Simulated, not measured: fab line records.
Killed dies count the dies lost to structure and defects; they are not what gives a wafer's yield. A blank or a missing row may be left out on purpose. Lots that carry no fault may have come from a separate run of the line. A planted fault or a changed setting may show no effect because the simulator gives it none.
Matching of chambers :: flow nandHarc :: rieDiel-09 running NHARC_A_STAIRCASE_TRIM_229: 4 sister chambers
The step chemistry O2, time 211.2 s. 18 wafers are shown with their chamber, then 9 later ones without.

EACH WAFER AND ITS CHAMBER
wafer: L074.1
chamber: 0
drypumpMotorCurrentA (A): 6.1
showerheadPlenumPTorr (Torr): 3.58
oesProductAu (a.u.): 0.995

wafer: L074.4
chamber: 1
drypumpMotorCurrentA (A): 5.5
showerheadPlenumPTorr (Torr): 3.56
oesProductAu (a.u.): 1.003

wafer: L074.6
chamber: 3
drypumpMotorCurrentA (A): 5.5
showerheadPlenumPTorr (Torr): 3.53
oesProductAu (a.u.): 0.993

wafer: L075.3
chamber: 3
drypumpMotorCurrentA (A): 5.6
showerheadPlenumPTorr (Torr): 3.53
oesProductAu (a.u.): 0.990

wafer: L075.4
chamber: 3
drypumpMotorCurrentA (A): 5.5
showerheadPlenumPTorr (Torr): 3.53
oesProductAu (a.u.): 0.996

wafer: L075.5
chamber: 0
drypumpMotorCurrentA (A): 6.1
showerheadPlenumPTorr (Torr): 3.58
oesProductAu (a.u.): 1.000

wafer: L080.1
chamber: 0
drypumpMotorCurrentA (A): 6.1
showerheadPlenumPTorr (Torr): 3.57
oesProductAu (a.u.): 0.997

wafer: L080.5
chamber: 2
drypumpMotorCurrentA (A): 5.8
showerheadPlenumPTorr (Torr): 3.35
oesProductAu (a.u.): 1.007

wafer: L080.6
chamber: 3
drypumpMotorCurrentA (A): 5.5
showerheadPlenumPTorr (Torr): 3.52
oesProductAu (a.u.): 0.993

wafer: L081.2
chamber: 0
drypumpMotorCurrentA (A): 6.1
showerheadPlenumPTorr (Torr): 3.57
oesProductAu (a.u.): 1.002

wafer: L081.4
chamber: 3
drypumpMotorCurrentA (A): 5.5
showerheadPlenumPTorr (Torr): 3.52
oesProductAu (a.u.): 0.995

wafer: L081.5
chamber: 2
drypumpMotorCurrentA (A): 5.8
showerheadPlenumPTorr (Torr): 3.35
oesProductAu (a.u.): 1.013

wafer: L086.1
chamber: 3
drypumpMotorCurrentA (A): 5.5
showerheadPlenumPTorr (Torr): 3.51
oesProductAu (a.u.): 0.998

wafer: L086.3
chamber: 1
drypumpMotorCurrentA (A): 5.5
showerheadPlenumPTorr (Torr): 3.53
oesProductAu (a.u.): 1.010

wafer: L086.4
chamber: 2
drypumpMotorCurrentA (A): 5.8
showerheadPlenumPTorr (Torr): 3.34
oesProductAu (a.u.): 1.011

wafer: L088.2
chamber: 0
drypumpMotorCurrentA (A): 6.1
showerheadPlenumPTorr (Torr): 3.55
oesProductAu (a.u.): 1.002

wafer: L088.3
chamber: 3
drypumpMotorCurrentA (A): 5.6
showerheadPlenumPTorr (Torr): 3.51
oesProductAu (a.u.): 1.004

wafer: L088.6
chamber: 3
drypumpMotorCurrentA (A): 5.6
showerheadPlenumPTorr (Torr): 3.51
oesProductAu (a.u.): 1.009

SIGNATURES, as means of the wafers listed above
reading: drypumpMotorCurrentA
chamber 0: 6.100
chamber 1: 5.500
chamber 2: 5.800
chamber 3: 5.537
scatter within a chamber: 0.0366

reading: showerheadPlenumPTorr
chamber 0: 3.5700
chamber 1: 3.5450
chamber 2: 3.3467
chamber 3: 3.5200
scatter within a chamber: 0.0111

reading: oesProductAu
chamber 0: 0.99920
chamber 1: 1.00650
chamber 2: 1.01033
chamber 3: 0.99725
scatter within a chamber: 0.00508
Rule: a wafer lies at a distance from a chamber equal to the root of the sum of squares, over the readings, of (its reading less the chamber's mean, divided by the reading's scatter). The wafer belongs to the nearest chamber; if the next one is less than 2 further off, it can't be placed. How the scatter is found: for the shown wafers, subtract from each reading the mean of its chamber, square and add these, divide the total by (wafers less chambers), then take the root.

WAFERS WITHOUT THEIR CHAMBER
wafer: L093.1
drypumpMotorCurrentA (A): 5.8
showerheadPlenumPTorr (Torr): 3.33
oesProductAu (a.u.): 1.002

wafer: L093.4
drypumpMotorCurrentA (A): 6.1
showerheadPlenumPTorr (Torr): 3.54
oesProductAu (a.u.): 0.996

wafer: L093.5
drypumpMotorCurrentA (A): 5.7
showerheadPlenumPTorr (Torr): 3.33
oesProductAu (a.u.): 1.000

wafer: L095.1
drypumpMotorCurrentA (A): 5.5
showerheadPlenumPTorr (Torr): 3.52
oesProductAu (a.u.): 1.001

wafer: L095.3
drypumpMotorCurrentA (A): 5.8
showerheadPlenumPTorr (Torr): 3.32
oesProductAu (a.u.): 1.007

wafer: L095.5
drypumpMotorCurrentA (A): 6.1
showerheadPlenumPTorr (Torr): 3.54
oesProductAu (a.u.): 1.002

wafer: L097.1
drypumpMotorCurrentA (A): 5.8
showerheadPlenumPTorr (Torr): 3.32
oesProductAu (a.u.): 1.001

wafer: L097.4
drypumpMotorCurrentA (A): 5.6
showerheadPlenumPTorr (Torr): 3.49
oesProductAu (a.u.): 1.003

wafer: L097.5
drypumpMotorCurrentA (A): 6.1
showerheadPlenumPTorr (Torr): 3.53
oesProductAu (a.u.): 0.991

EACH ONE'S CHAMBER
wafer: L093.1
from the rows above: 2
in truth: 2

wafer: L093.4
from the rows above: 0
in truth: 0

wafer: L093.5
from the rows above: 2
in truth: 2

wafer: L095.1
from the rows above: can't be placed: 3 or 1
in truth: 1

wafer: L095.3
from the rows above: 2
in truth: 2

wafer: L095.5
from the rows above: 0
in truth: 0

wafer: L097.1
from the rows above: 2
in truth: 2

wafer: L097.4
from the rows above: 3
in truth: 3

wafer: L097.5
from the rows above: 0
in truth: 0
Correctly placed: 8 of 9. Can't be placed from these rows: 1 (the true chamber is among the candidates in 1). Placed wrongly: 0.
